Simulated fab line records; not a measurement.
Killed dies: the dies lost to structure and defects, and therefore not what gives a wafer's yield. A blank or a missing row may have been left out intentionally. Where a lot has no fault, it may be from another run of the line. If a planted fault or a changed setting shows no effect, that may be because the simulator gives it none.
Matching of chambers	flow nandHarc	cmp-01 running NHARC_A_CHANNEL_FILL_D2_CMP_10: 4 sister chambers
The step polishes, target thk 150 nm. 4 wafers are shown with their chamber, then 9 later ones without.

WAFERS, EACH WITH ITS CHAMBER
wafer	chamber	motorCurrentA (A)
L086.3	0	11.7
L088.5	2	9.4
L089.4	1	10.9
L089.5	3	11.4

WAFERS MISSING THEIR CHAMBER
wafer	motorCurrentA (A)
L093.3	11.7
L093.4	10.4
L093.5	12.6
L093.1	11.4
L093.2	11.1
L093.6	11.0
L097.1	10.7
L097.3	11.4
L097.5	9.9

CHAMBER TAKEN BY EACH
wafer	from the rows above	in truth
L093.3	can't be placed: 0 or 3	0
L093.4	can't be placed: 1 or 2 or 3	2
L093.5	can't be placed: 0 or 3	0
L093.1	can't be placed: 3 or 0 or 1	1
L093.2	can't be placed: 1 or 3 or 0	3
L093.6	can't be placed: 1 or 3 or 0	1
L097.1	can't be placed: 1 or 3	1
L097.3	can't be placed: 3 or 0 or 1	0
L097.5	can't be placed: 2 or 1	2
Correct placement for 0 of the 9. From these rows, 9 cannot be placed; in 9 the true chamber is one of the candidates. 0 placed wrongly.
How it was worked out, from the rows above alone: a wafer's distance from a chamber is the root of the sum, over the readings, of the square of ((its reading less the chamber's mean) divided by the reading's scatter). If the next closest chamber is less than 2 further off than the closest, the wafer can't be placed; otherwise it belongs to the closest. The mean given for a chamber averages the wafers shown for that chamber. The scatter: root of mean squared gap, hidden wafer to nearest shown wafer, with one shown wafer a chamber.
